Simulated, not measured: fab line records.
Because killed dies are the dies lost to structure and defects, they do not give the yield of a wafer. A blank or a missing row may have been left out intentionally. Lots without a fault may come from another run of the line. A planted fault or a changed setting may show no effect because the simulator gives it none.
Matching of chambers    flow n5 finfet    N5_BEOL_M7_PECVD_70 on pecvd-02 has 3 sister chambers
The step deposits SiO2 from TEOS/O2, target thk 20 nm, time 22.7 s. 3 wafers are shown with their chamber, then 11 later ones without.

== EACH WAFER AND ITS CHAMBER ==
wafer   chamber  throttle valve pct (%)
L088.6  2        21.1
L087.1  0        22.3
L089.1  1        23.9

== WAFERS WHOSE CHAMBER IS MISSING ==
wafer   throttle valve pct (%)
L089.2  22.4
L089.6  23.3
L092.2  23.5
L092.3  20.8
L092.6  20.8
L096.3  21.0
L096.4  20.4
L096.5  22.1
L097.2  20.7
L097.4  22.3
L097.5  23.7

== WHICH CHAMBER EACH WENT THROUGH ==
wafer   from the rows above      in truth
L089.2  0                        0
L089.6  can't be placed: 1 or 0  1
L092.2  1                        1
L092.3  2                        2
L092.6  2                        2
L096.3  2                        2
L096.4  2                        2
L096.5  0                        0
L097.2  2                        2
L097.4  0                        0
L097.5  1                        1
Placed correctly: 10 of 11. From these rows, 1 cannot be placed; in 1 the true chamber is one of the candidates. 0 placed wrongly.
How it was worked out, from the rows above alone: a wafer's distance from a chamber is the root of the sum, over the readings, of the square of ((its reading less the chamber's mean) divided by the reading's scatter). If the next closest chamber is less than 2 further off than the closest, the wafer can't be placed; otherwise it belongs to the closest. Each chamber's mean is taken over the wafers shown for it. The scatter: root of mean squared gap, hidden wafer to nearest shown wafer, with one shown wafer a chamber.
